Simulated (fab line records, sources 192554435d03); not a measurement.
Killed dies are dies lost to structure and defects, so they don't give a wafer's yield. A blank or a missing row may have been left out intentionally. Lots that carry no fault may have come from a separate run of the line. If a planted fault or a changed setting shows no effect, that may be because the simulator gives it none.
Struck lot and sound lot, side by side -- flow n5 finfet -- 18 out of 1938 route steps
Sound: these wafers, L127.3, L127.5, L127.6. Struck: wafer L135.4. (L135.2, L135.6 of the same lot were not struck and are left out.) The cause comes at the end.
Order at every step that has rows: each side's tool, ch and its chambers, its first start. Under that, the readings that differ: sound wafers -- struck wafers -- difference of the means -- sigmas: that difference in standard deviations of wafers without a fault.
alike: words and numbers the same on both sides, and readings whose means are apart by under 2 such deviations; not compared: readings that were withheld, readings missing a value for some wafer, numbers with overlapping values and no deviation given by the record, and bounds like >300 which may hide the same value.
A row with sigmas, a row that says differs or no value, or rows on one side alone: a step with any of these is where the two part. Numbers that have no deviation but don't overlap get no sigmas and don't part them. A reading missing from all wafers of one side parts the sides only when that side holds two or more wafers.

first, 9 steps without rows for these wafers: N5_PMOS_HMC_CHANNEL_EPI_HM_DEP_34 (deposits SiO2 from TEOS/O2, target thk 36 nm, time 6.9 s); N5_PMOS_HMC_CHANNEL_EPI_COAT_31 (time 60 s, resist thk 66 nm); N5_PMOS_HMC_CHANNEL_EPI_COAT_03 (resist thk 205 nm); N5_PMOS_HMC_CHANNEL_EPI_EBR_05; N5_PMOS_HMC_CHANNEL_EPI_SOFTBAKE_04 (time 60 s); N5_PMOS_HMC_CHANNEL_EPI_EXPOSE_06 (exposes mask PMOS HMC BLK, target cd 240 nm); N5_PMOS_HMC_CHANNEL_EPI_PEB_07 (peb time 60 s); N5_PMOS_HMC_CHANNEL_EPI_DEVELOP_08 (develop time 30 s); N5_PMOS_HMC_CHANNEL_EPI_DESCUM_14 (chemistry O2, time 7.9 s).
N5_PMOS_HMC_CHANNEL_EPI_ETCH_32: etches BARC in N2/H2, stops on SiO2, target depth 85.8 nm, time 50.3 s.
  sound on rie diel-06 ch 0,1,3, day 3 17:13; struck on rie diel-06 ch 0, day 5 17:09
reading,sound,struck,difference,sigmas
model.CAR-ArF-block_of_PMOS_HMC_CHANNEL_EPI_COAT_03.thk nm (nm),133.7 134.8 132.6,114,-20,
model.PMOS_HMC_CHANNEL_EPI.cd nm (nm),239.2 238.2 240.4,244.8,+5.5,
  alike: drypump motor current A, oes product au, rf vpp V, showerhead plenum p Torr, throttle valve pct
  not compared: rf hours counter h
N5_PMOS_HMC_CHANNEL_EPI_HM_OPEN_15: chemistry CHF3/O2, target SiO2, target depth 40.6 nm, time 20.3 s.
  sound on rie diel-06 ch 0,1,3, day 3 17:16; struck on rie diel-06 ch 0, day 5 17:11
reading,sound,struck,difference,sigmas
model.CAR-ArF-block_of_PMOS_HMC_CHANNEL_EPI_COAT_03.thk nm (nm),93.51 94.34 90.8,73.87,-19.01,
  alike: drypump motor current A, oes product au, rf vpp V, showerhead plenum p Torr, throttle valve pct
  not compared: rf hours counter h
then, 3 steps without rows for these wafers: N5_PMOS_HMC_CHANNEL_EPI_STRIP_33 (strips in N2/H2); N5_PMOS_HMC_CHANNEL_EPI_STRIP_17 (strips in SPM, time 750 s); N5_PMOS_HMC_CHANNEL_EPI_ETCH_38 (etches SiO2 in CF4, target depth 1.5 nm).
N5_PMOS_HMC_CHANNEL_EPI_FIN_RECESS_16: chemistry HBr/Cl2, target Si, target depth 54 nm, time 18 s.
  sound on rie si-02 ch 0,3, day 3 17:38; struck on rie si-02 ch 2, day 5 17:34
reading,sound,struck,difference,sigmas
model.PMOS_HMC_CHANNEL_EPI.cd nm (nm),239.2 238.3 240.3,244.9,+5.6,
  alike: drypump motor current A, oes product au, throttle valve pct
  not compared: rf hours counter h
then, 1 step without rows for these wafers: N5_PMOS_HMC_CHANNEL_EPI_PRECLEAN_36 (cleans in O3/DIW, time 45 s).
-- record jumps: 7 days separate the struck wafers' starts on either side; left off in module PMOS_HMC_CHANNEL_EPI, taken up again in module BEOL_M4, whose first shown step is the route's number 1111 --
N5_BEOL_M4_RC_MEAS_101:
  sound on prober-01 ch 0, day 9 20:51; struck on prober-02 ch 0, day 12 12:58
  alike: DIBL_N, DIBL_P, IOFF_N, IOFF_P, ION_N, ION_P, SS_N, SS_P, VT_N, VT_P
following that, these wafers have no rows for 1 step: N5_PASSIVATION_PROBE_49.

## WHERE THEY PART
Nowhere in this record.

WHY: what the simulator had put in
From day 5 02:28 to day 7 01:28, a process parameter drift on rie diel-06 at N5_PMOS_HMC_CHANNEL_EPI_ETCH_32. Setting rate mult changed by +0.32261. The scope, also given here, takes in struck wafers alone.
